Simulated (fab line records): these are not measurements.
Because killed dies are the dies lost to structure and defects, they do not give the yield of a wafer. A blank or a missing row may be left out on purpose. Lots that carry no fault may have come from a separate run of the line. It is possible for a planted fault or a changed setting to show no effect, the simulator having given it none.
One fault seen from 3 desks + flow n5 finfet + each desk holds nothing but its own numbers, with what lay behind them at the end

## FROM THE METROLOGY DESK
What the gauges read for every lot (on any tool): the sampled wafers with a number, averaged. The brackets show how far a lot's mean lies from the usual mean; more than 4 standard deviations puts the lot out of limits, marked OUT.
Columns: A = M6_THK at N5_BEOL_M6_THK_MEAS_53, usual 81.1 nm; B = M6_RS at N5_BEOL_M6_RS_MEAS_57, usual 0.286 ohm/sq; C = M7_ILD_THK at N5_BEOL_M7_THK_MEAS_01, usual 154.0 nm; D = cd nm at N5_BEOL_M7_CD_MEAS_11, usual 38.6 nm; E = M7_OVL at N5_BEOL_M7_OVL_MEAS_12, usual -0.2 nm
| lot  | first seen here | A    | B     | C     | D    | E    |
|------|-----------------|------|-------|-------|------|------|
| L323 | day 10 16:16    | 83.0 | 0.282 | 152.5 | 39.1 | -0.8 |
| L321 | day 10 16:37    | 83.0 | 0.280 | 155.0 | 39.1 | -0.7 |
| L324 | day 11 09:31    | 78.8 | 0.290 | 152.7 | 38.1 | -1.7 |
| L325 | day 11 13:05    | 84.5 | 0.276 | 155.8 | 39.3 | 0.3  |
| L329 | day 12 12:46    | 81.9 | 0.282 | 152.4 | 39.3 | 0.8  |
| L337 | day 15 08:08    | 77.9 | 0.298 | 151.6 | 39.5 | 0.3  |
This desk's verdict: no lot among the 6 shows anything out of limits.

## THE DEFECT DESK
What the inspections along the route counted, lot by lot: means of the sampled wafers that have a number. The brackets show how far a lot's mean lies from the usual mean; more than 4 standard deviations puts the lot out of limits, marked OUT.
Columns: A = raw defect count at N5_BEOL_M6_INSPECT_58, usual 67; B = raw defect count at N5_BEOL_M7_INSPECT_13, usual 381
| lot  | first seen here | A   | B   |
|------|-----------------|-----|-----|
| L323 | day 10 16:26    | 79  | 428 |
| L321 | day 10 16:47    | 71  | 389 |
| L324 | day 11 09:41    | 80  | 677 |
| L325 | day 11 13:14    | 61  | 368 |
| L329 | day 12 12:55    | 106 | 449 |
| L337 | day 15 08:17    | 87  | 389 |
This desk's verdict: no lot among the 6 shows anything out of limits.

## THE TOOL OWNER'S DESK: litho track-02
The tool's own readings at N5_BEOL_M7_COAT_05 (resist thk 90 nm): means of the sampled wafers that have a number, for each lot that ran on this tool. The brackets show how far a lot's mean lies from the usual mean; more than 4 standard deviations puts the lot out of limits, marked OUT.
Columns: A = spin speed rpm at N5_BEOL_M7_COAT_05, usual 1499.9 rpm
| lot  | first seen here | A                        |
|------|-----------------|--------------------------|
| L323 | day 10 20:45    | 1499.3                   |
| L324 | day 11 12:01    | 1727.3 (+99 or more) OUT |
| L325 | day 11 16:49    | 1728.1 (+99 or more) OUT |
| L337 | day 15 10:50    | 1499.8                   |
This desk's verdict: out of limits on L324, L325, starting with L324 at day 11 12:01 (spin speed rpm at N5_BEOL_M7_COAT_05). In limits: L323, L337.

## ALL TOGETHER
The tool owner's desk could have raised an alarm at day 11 12:01, on L324, L325.
From the metrology desk's view, nothing was out of limits.
Nothing out of limits was seen by the defect desk.
The metrology desk holds a record of L324, L325, inside its limits.
The defect desk has L324, L325 on record, within its limits.
N5_BEOL_M7_COAT_05 was run on litho track-02 by each of the lots named.

## WHAT HAD BEEN PUT IN BY THE SIMULATOR
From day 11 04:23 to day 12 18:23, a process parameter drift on litho track-02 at N5_BEOL_M7_COAT_05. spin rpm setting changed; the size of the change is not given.
Lots struck among those shown: L324, L325.
Each desk's first reading out of limits, in hours after the fault started: the tool owner's desk, 8.
